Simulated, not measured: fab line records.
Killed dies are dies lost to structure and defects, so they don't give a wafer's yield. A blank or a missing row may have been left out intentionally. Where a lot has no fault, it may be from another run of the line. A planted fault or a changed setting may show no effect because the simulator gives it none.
fab line records + flow n5Finfet
record
- lots=3
- wafers=8
- lastDay=16
route steps=1938 shown FIN_CUT@157 STI_FIN_REVEAL@183 PASSIVATION@1936
lots with no fault: from the same line, run without faults
startH: hours from the record's first day to the start of the lot's first wafer shown + waitH: time in hours since the lot's previous step + " the same as in the row above + L1.1+2: a single row standing in for several wafers + - no value, or no start given + * or withheld: withheld + < > ~ a bound
route shown NAME@n: NAME is a module with steps in the file, n the number in the route of the first one + usual: average and standard deviation across the fault-free wafers + same: alike in all rows + chamber/n: place in a boat + sites: per-site readings + _std_site: the values' standard deviation + _edge_site: inner sites' mean taken away from outer sites' mean + radiusMm: for every site, how far away it sits from the centre of the wafer + mask NAME#n: copy n + behind: the tool/chamber that last shaped the wafer + hold: why the lot was held/for how many hours/how that ended + device: the transistor (n, p or np) that didn't switch + end of line: tests of these same wafers at the route's end + where a step has no rows: the recipe by itself + killed: the dies lost at the first sort to structure and to defects; this is not the yield of the wafer + map: a wafer's dies, marking killed ones x, the rest . and places with no die _
set.NAME: the setting the step ran with; set.NAME@STEP: the setting that earlier step ran with + model.NAME: the simulator's own value behind a step, which no gauge read
certain route steps with their lots: each step a table, each wafer a row
services: the hour from which a tool's chamber was out of use, counted from the record's first day as startH (under 0 if before that day), plus the number of hours and why
## steps
# step N5_FIN_CUT_COAT_02
# recipe
- resist=CAR-EUV
- spinRpm=1500
- resistThkNm=30
# step N5_FIN_CUT_EBR_04
# recipe
- solvent=PGMEA
- ebrWidthMm=1.5
# step N5_FIN_CUT_SOFTBAKE_03
# recipe
- tempC=110
- timeS=60
- resist=CAR-EUV
# step N5_FIN_CUT_EXPOSE_05
# recipe
- maskId=FIN_CUT
- na=0.33
- sourceShape=annular
- sigmaInner=0.35
- sigmaOuter=0.8
- polarization=unpolarized
- doseMj=45.75
# step N5_FIN_CUT_PEB_06
# recipe
- pebTempC=100
- pebTimeS=60
- resist=CAR-EUV
# step N5_FIN_CUT_DEVELOP_07
# recipe
- developTimeS=30
- developer=TMAH
- resist=CAR-EUV
- rinseLiquid=surfactantRinse
- dry=airSpin
- devTempC=23
# step N5_FIN_CUT_DESCUM_13
# recipe
- chemistry=O2
- timeS=7
- sourcePowerW=50
- biasPowerW=20
- pressureMtorr=20
- rfFrequencyHz=2.712e+07
- tempC=40
- resist=CAR-EUV
- o2FlowSccm=225
# step N5_FIN_CUT_ETCH_30
# recipe
- chemistry=N2/H2
- target=underlayer
- targetDepthA=130
- maskMaterial=CAR-EUV
- timeS=10.4
- ionEnergyEv=200
- pressureMtorr=30
- sourceW=840
- biasW=150
- n2FlowSccm=200
- h2FlowSccm=200
- ends=cleared
# step N5_FIN_CUT_ETCH_20
# recipe
- chemistry=CF4
- target=SiARC
- targetDepthA=260
- maskMaterial=CAR-EUV
- timeS=43.3
- ionEnergyEv=80
- pressureMtorr=40
- sourceW=545
- biasW=36
- Ar_flow_sccm=100
- cf4FlowSccm=100
- ends=cleared
# step N5_FIN_CUT_ETCH_21
# recipe
- chemistry=N2/H2
- target=SOC
- targetDepthA=2190
- overetchA=438
- maskMaterial=SiARC
- tempC=40
- ionEnergyEv=100
- biasW=61
- timeS=523.5
- pressureMtorr=30
- sourceW=850
- n2FlowSccm=200
- h2FlowSccm=200
# usual
- drypumpMotorCurrentA=6.0/0.55
- oesProductAu=0.73/0.073
- rfVppV=240.5/1.3
- showerheadPlenumPTorr=2.53/0.077
- throttleValvePct=17.73/0.29
| lot.wafer | tool       | chamber | startH | waitH | drypumpMotorCurrentA | oesProductAu | rfHoursCounterH | rfVppV | showerheadPlenumPTorr | throttleValvePct | model.SiARC_of_FIN_CUT_COAT_19.thkNm | model.FIN_CUT.cdOffsetNm |
|-----------|------------|---------|--------|-------|----------------------|--------------|-----------------|--------|-----------------------|------------------|--------------------------------------|--------------------------|
| L602.3    | rieDiel-01 | 3       | 58.33  | 0.0   | 6.3                  | 0.72         | 144             | 241.6  | 2.52                  | 17.26            | 12.2                                 | 0.4                      |
| L602.4    | "          | 2       | "      | "     | 6.8                  | 0.75         | -               | 238.7  | 2.49                  | 17.52            | 11.8                                 | -1.2                     |
| L602.6    | "          | 1       | "      | "     | 6.4                  | 0.90         | -               | 240.8  | 2.59                  | 17.72            | 12.4                                 | -0.6                     |
| L611.1    | rieDiel-02 | 3       | 114.85 | 0.0   | 6.0                  | 0.68         | 154             | 240.4  | 2.53                  | 18.05            | 7.4                                  | 3.2                      |
| L611.3    | "          | 1       | "      | "     | 5.4                  | 0.71         | 145             | 242.2  | 2.55                  | 17.72            | 11.8                                 | 0.6                      |
| L616.1    | rieDiel-04 | 1       | 140.89 | 0.0   | 5.0                  | 0.83         | 20              | 241.5  | 2.62                  | 17.89            | 11.6                                 | 0.4                      |
| L616.4    | "          | 1       | "      | "     | 5.0                  | 0.83         | -               | 241.5  | 2.62                  | 17.89            | 11.6                                 | 0                        |
| L616.6    | "          | 3       | "      | "     | 6.6                  | 0.74         | -               | 238.9  | 2.44                  | 17.51            | 11.6                                 | -0.2                     |
# step N5_FIN_CUT_STRIP_23
# recipe
- chemistry=N2/H2
- tempC=40
- n2FlowSccm=200
- h2FlowSccm=200
- rfFrequencyHz=6e+07
# step N5_FIN_CUT_STRIP_31
# recipe
- chemistry=N2/H2
- tempC=40
- n2FlowSccm=200
- h2FlowSccm=200
- rfFrequencyHz=6e+07
# step N5_FIN_CUT_STRIP_24
# recipe
- chemistry=CF4
- resist=SiARC
- powerW=300
- biasPowerW=75
- pressureMtorr=50
- cf4FlowSccm=150
- rfFrequencyHz=6e+07
# step N5_FIN_CUT_CUT_ETCH_26
# recipe
- chemistry=CH3F/O2
- target=SiNx
- targetDepthA=390
- maskMaterial=SOC
- timeS=55.7
- pressureMtorr=30
- sourceW=395
- biasW=73
- Ar_flow_sccm=150
- CH3F_flow_sccm=30
- O2_flow_sccm=20
- ionEnergyEv=120
# step N5_FIN_CUT_CUT_ETCH_27
# recipe
- chemistry=CHF3/O2
- target=SiO2
- targetDepthA=40
- maskMaterial=SOC
- overetchA=20
- timeS=4.9
- pressureMtorr=30
- sourceW=650
- biasW=170
- Ar_flow_sccm=200
- CHF3_flow_sccm=50
- O2_flow_sccm=5
- ionEnergyEv=200
# step N5_FIN_CUT_PRECLEAN_35
# recipe
- timeS=13.3
- tempC=45
- pressureTorr=125
- pHfTorr=3
- pCoreactantTorr=25
- chemistry=vHF
# step N5_FIN_CUT_CUT_ETCH_15
# recipe
- chemistry=HBr/Cl2/O2
- target=Si
- targetDepthA=1000
- btTimeS=10
- maskMaterial=SOC
- timeS=42.4
- ionEnergyEv=*
- biasW=*
- pressureMtorr=10
- icpW=800
- HBr_flow_sccm=150
- Cl2_flow_sccm=80
- O2_flow_sccm=12
# step N5_FIN_CUT_CUT_ETCH_28
# recipe
- chemistry=HBr/Cl2/O2
- target=Si
- targetDepthA=60
- maskMaterial=SOC
- timeS=2.4
- ionEnergyEv=*
- biasW=*
- pressureMtorr=10
- icpW=800
- HBr_flow_sccm=150
- Cl2_flow_sccm=80
- O2_flow_sccm=12
# usual
- drypumpMotorCurrentA=5.6/0.47
- oesProductAu=1.004/0.013
- throttleValvePct=37.1/0.5
| lot.wafer | tool     | chamber | startH | waitH | drypumpMotorCurrentA | oesProductAu | rfHoursCounterH | throttleValvePct | model.FIN_CUT.cdOffsetNm |
|-----------|----------|---------|--------|-------|----------------------|--------------|-----------------|------------------|--------------------------|
| L602.3    | rieSi-04 | 3       | 58.92  | 0.0   | 5.7                  | 1.008        | 166             | 36.9             | 0.8                      |
| L602.4    | "        | 1       | "      | "     | 6.0                  | 1.022        | 58              | 36.1             | -0.6                     |
| L602.6    | "        | 0       | "      | "     | 6.4                  | 0.994        | -               | 37.4             | -0.2                     |
| L611.1    | rieSi-02 | 1       | 115.44 | 0.0   | 5.5                  | 0.985        | 38              | 37.2             | 4                        |
| L611.3    | "        | 3       | "      | "     | 5.6                  | 1.006        | 163             | 37.3             | 1.2                      |
| L616.1    | rieSi-06 | 2       | 141.49 | 0.0   | 4.8                  | 1.001        | 2               | 36.9             | 1                        |
| L616.4    | "        | 1       | "      | "     | 5.4                  | 0.983        | 117             | 37.7             | 0.2                      |
| L616.6    | "        | 1       | "      | "     | 5.5                  | 0.979        | -               | 37.7             | -0.2                     |
# step N5_FIN_CUT_STRIP_22
# recipe
- chemistry=N2/H2
- powerW=500
- tempC=40
- pressureMtorr=50
- rfFrequencyHz=6e+07
- overashFraction=0.3
- biasPowerW=8
- h2Frac=0.5
- n2FlowSccm=300
- h2FlowSccm=300
# step N5_FIN_CUT_PRECLEAN_36
# recipe
- chemistry=O3/DIW
- timeS=60
- tempC=22
- o3Ppm=10
# step N5_FIN_CUT_SRD_32
# recipe
- dry=ipaMarangoni
- timeS=30
- tempC=23
- rinseLiquid=diw
# step N5_FIN_CUT_UV_OZONE_34
# recipe
- timeS=120
- pressureTorr=760
- tempC=25
# step N5_STI_FIN_REVEAL_ALD_00
# recipe
- material=SiO2
- targetThkA=10
- tempC=300
- aldPrecursorFamily=BDEAS
- aldCoReactant=O2-plasma
- pulseTimeS=1
- pressureTorr=2
# step N5_STI_FIN_REVEAL_ALD_14
# recipe
- material=Si3N4
- targetThkA=30
- tempC=400
- aldPrecursorFamily=SiH2I2
- aldCoReactant=N2/H2-plasma
- pressureTorr=2
# step N5_STI_FIN_REVEAL_FCVD_FILL_01
# recipe
- material=SiO2_flowable
- targetThkA=3120
- tempC=100
- pressureTorr=0.8
- rfW=2000
- timeS=512.2
# step N5_STI_FIN_REVEAL_DENSIFY_02
# recipe
- tempC=650
- ambient=steam
- timeS=1800
- idleTempC=400
- densificationPH2oTorr=640
# step N5_STI_FIN_REVEAL_CMP_04
# recipe
- stopOn=Si3N4
- tOverpolishS=4
- downForcePsi=2
- platenRpm=54.18
- postCmpClean=alkalineBrush
- padVelocityMS=1.078
- targetThkNm=131.83
# step N5_STI_FIN_REVEAL_DENSIFY_30
# recipe
- tempC=*
- timeS=*
- ambient=N2
- idleTempC=600
- rampUpCPerS=150
- rampDownCPerS=60
- coolToC=600
# step N5_STI_FIN_REVEAL_ETCHBACK_08
# recipe
- chemistry=C4F6/O2
- target=SiO2
- targetDepthA=305
- timeS=10.167
- ionEnergyEv=250
- pressureMtorr=30
- sourceW=345
- biasW=185
- Ar_flow_sccm=300
- C4F6_flow_sccm=10
- O2_flow_sccm=10
# step N5_STI_FIN_REVEAL_STRIP_24
# recipe
- chemistry=N2/H2
- timeS=90
- powerW=100
- tempC=40
- pressureMtorr=100
- rfFrequencyHz=6e+07
- biasPowerW=3
- n2FlowSccm=300
- h2FlowSccm=300
# step N5_STI_FIN_REVEAL_PRECLEAN_25
# recipe
- chemistry=SPM
- timeS=90
- tempC=120
- mix=4:1
# step N5_STI_FIN_REVEAL_PRECLEAN_26
# recipe
- chemistry=SC1
- timeS=45
- tempC=46
- mix=1:2:100
# step N5_STI_FIN_REVEAL_PRECLEAN_29
# recipe
- chemistry=DHF
- timeS=30
- tempC=25
- dilution=300:1
# step N5_STI_FIN_REVEAL_SRD_12
# recipe
- timeS=30
- tempC=23
- rinseLiquid=diw
- dry=ipaMarangoni
# step N5_STI_FIN_REVEAL_RECESS_09
# recipe
- chemistry=HF/NH3
- target=SiO2
- afsCycles=11
- targetDepthA=425
- tempC=30
- sublimationTempC=180
- sublimationTimeS=60
# step N5_STI_FIN_REVEAL_STRIP_16
# recipe
- chemistry=H3PO4
- material=SiNx
- tempC=165
- targetDepthA=238
- overetchFraction=0.4964
- dry=ipaMarangoni
# step N5_STI_FIN_REVEAL_PRECLEAN_17
# recipe
- chemistry=NF3:NH3
- afsCycles=1
- tempC=30
- timeS=20
- sublimationTempC=180
- sublimationTimeS=60
- pressureTorr=3
- rfPowerW=30
# step N5_PASSIVATION_PROBE_49
# usual
- defectLimitedYield=91.3/1.4
- killed_at_M0_to_M3=32/9.5
- killed_at_M4_up=14/5.2
- killedAtContacts=13/5.7
- killedAtFrontEnd=41/12
- killedAtOther=3.5/2.6
- killedDies=103/17
- killedOnRim=14/4
- killedOpen=68/14
- killedShort=32/7
- sort_bin_5_function=5.0/0.91
- sort_bin_6_memory=3.3/0.7
- sort_bin_8_speed=0.03/0.22
- sortNPass=1076/17
- sortYieldPct=91.2/1.4
# same
- grossDies=1180
- killedAtBackSide=0
- sort_bin_4_leakage[%]=0
| lot.wafer | tool      | chamber | startH | waitH | defectLimitedYield[%] | killed_at_M0_to_M3 | killed_at_M4_up | killedAtContacts | killedAtFrontEnd | killedAtOther | killedDies | killedOnRim | killedOpen | killedShort | sort_bin_5_function[%] | sort_bin_6_memory[%] | sort_bin_8_speed[%] | sortNPass | sortYieldPct[%] |
|-----------|-----------|---------|--------|-------|-----------------------|--------------------|-----------------|------------------|------------------|---------------|------------|-------------|------------|-------------|------------------------|----------------------|---------------------|-----------|-----------------|
| L611.1    | prober-02 | -       | 359.24 | 0.0   | 87.2                  | 35                 | 10              | 17               | 84               | 5             | 151        | 37          | 74         | 34          | 5.4                    | 3.1                  | 0                   | 1029      | 87.2            |
| L611.3    | prober-02 | -       | 359.34 | 0.1   | 93.2                  | 29                 | 10              | 6                | 27               | 8             | 80         | 16          | 50         | 30          | 3.6                    | 3.1                  | 0                   | 1100      | 93.2            |
# killed by level:class
L611.1 FIN_CUT:areaEtch=43 MOL_CONTACT_COAG:geometricParticle:open=16 BEOL_M0_SAQP:geometricParticle:open=14 BEOL_M0_SAQP:geometricParticle:short=13 FIN_SAQP:geometricParticle:open=12 BEOL_M4:geometricParticle:open=8 GATE_CUT:geometricParticle:short=8 STI_FIN_REVEAL:geometricParticle:open=5
L611.3 BEOL_M0_SAQP:geometricParticle:short=11 BEOL_M0_SAQP:geometricParticle:open=11 BEOL_M4:geometricParticle:open=7 FIN_SAQP:geometricParticle:open=6 GATE_CUT:geometricParticle:short=6 MOL_CONTACT_COAG:geometricParticle:open=5 STARTING-WAFER:geometricParticle:open=5 DUMMY_GATE:geometricParticle:open=4
# map L611.1 (x killed, . not)
_________________.x..x.......________________
______________x.x.........x...x._____________
___________.x......................__________
__________....x..x.................._________
________xxx.x......x................x._______
_______.......................x........______
______...x.x.........x......x..........._____
_____..........x.x....x.......x.x.x..x...____
____xx....x.........xxx...................___
___.x............xx.xx.....................__
___.x..........x...........................__
__.........x....x.......x...............x..._
__x.x.................................xx...._
_.x................x............x......x.....
_...xx..............x.....xxx..........x..x..
_.x..x.........xx............x...x......x..x.
_xxx........x...........x.......x......x.....
_......x......................xx............x
_x.............x.............................
_x...x............x.x...x.....x..x......x....
_.xxx........x...x...x.x..x.......x..........
__............x......x.x..x................x_
__x.....x..................................._
___x...........................x...........__
___xx..x....x....xx...xx....x..............__
____xx......x..........................x..___
_____x........x......x...................____
______x.x..............x......x........._____
_______x.xx.x.............x...xxx..x...______
________...................xx......x.._______
__________.x....x..x........x......._________
___________..x...x.....x..x........__________
______________..x..............._____________
_________________xx....x.....________________
# map L602.4 (x killed, . not)
_________________.x..........________________
______________.......xx........._____________
___________.......x..xx...x.x......__________
__________......x.xx.....x.........._________
________.x.....xxx............xx.x...._______
_______x...............................______
______.....................x......x....._____
_____..x..........xx.x....x..x.....x....x____
____......................x......xx.......___
___..x.....................x...............__
___..............xx.x...x........x.........__
__...............x.x...x.xx.x.x......x......_
__........x........x...................x...._
_........x...x...x.........x.................
_....x...x........x.....x.x.x..............x.
_..x.x..x............................x...x...
_........x..x......x...........x.x...........
_..........x.x.x.........x.xx.......x........
_.............x.......................x....x.
_..........x.x..x...xx.x.............x...x...
_......x...........x...............x..x......
__.x.x..............................xx.....x_
__........................xx..........x....._
___..................xx...........x..x.....__
___........x...........x......x.....x......__
____.............x.x......x...............___
_____...x..x......xx...........x...x..x..____
______.x..........x..x.x................_____
_______...x.x...x......x......x.....x..______
________...........x...............x.._______
__________.........x..x.x......x...._________
___________........x.........x.x..x__________
______________......xx..x......._____________
_________________.x....xx...x________________
## services
| tool       | chamber | startH | hours | kind                        |
|------------|---------|--------|-------|-----------------------------|
| rieSi-02   | 3       | 35.58  | 0.9   | repair                      |
| rieDiel-01 | -       | 38.35  | 2.0   | repair                      |
| rieDiel-01 | 0       | 47.03  | -     | clean                       |
| rieDiel-01 | 0       | 47.03  | -     | consumableReplace:focusRing |
| rieDiel-01 | 0       | 47.03  | 14.6  | scheduledDown               |
| rieDiel-01 | 0       | 47.03  | 14.6  | ventCycle                   |
| rieDiel-04 | 1       | 55.56  | -     | clean                       |
| rieDiel-04 | 1       | 55.56  | -     | consumableReplace:focusRing |
| rieDiel-04 | 1       | 55.56  | 19.3  | scheduledDown               |
| rieDiel-04 | 1       | 55.56  | 19.3  | ventCycle                   |
| rieDiel-02 | 3       | 63.87  | 10.9  | repair                      |
| rieSi-04   | 3       | 64.17  | 4.2   | repair                      |
| rieSi-02   | 0       | 66.27  | -     | clean                       |
| rieSi-02   | 0       | 66.27  | 25.5  | scheduledDown               |
| rieSi-02   | 0       | 66.27  | 25.5  | ventCycle                   |
| rieDiel-02 | 3       | 75.88  | 2.6   | repair                      |
| rieSi-02   | -       | 83.82  | 28.1  | pm                          |
| rieDiel-02 | 2       | 102.90 | -     | clean                       |
| rieDiel-02 | 2       | 102.90 | -     | consumableReplace:focusRing |
| rieSi-06   | 1       | 103.48 | 8.0   | repair                      |
| rieDiel-04 | 2       | 114.20 | 1.9   | repair                      |
| rieSi-02   | 3       | 124.63 | 12.3  | repair                      |
| rieDiel-04 | -       | 131.63 | 0.8   | repair                      |
| rieDiel-04 | 0       | 132.51 | 11.9  | repair                      |
## key
firstSign
- step=N5_PASSIVATION_PROBE_49
- reading=killedAtFrontEnd
- direction=up
- sigmas=3.6
- usual=41
- struck=84
effect
- step=N5_PASSIVATION_PROBE_49
- reading=defectLimitedYield
- direction=down
- sigmas=2.9
- usual=91.3
- struck=87.2
modelEffect
- step=N5_FIN_CUT_ETCH_21
- value=SiARC_of_FIN_CUT_COAT_19.thkNm
- without=12.2
- struck=7.4
modelEffect
- step=N5_FIN_CUT_CUT_ETCH_28
- value=FIN_CUT.cdOffsetNm
- without=0.6
- struck=4
moreKillsBornAt
- N5_FIN_CUT_ETCH_21@rieDiel-02=43
metAt N5_FIN_CUT_ETCH_21
struckWafers L611.1
fault
- kind=processParameterDrift
- tool=rieDiel-02
- chamber=-
- onsetH=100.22
- steps=N5_FIN_CUT_ETCH_21
- channel=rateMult
- offset=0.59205
- shape=step
- endH=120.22
- scope=struckWafersOnly
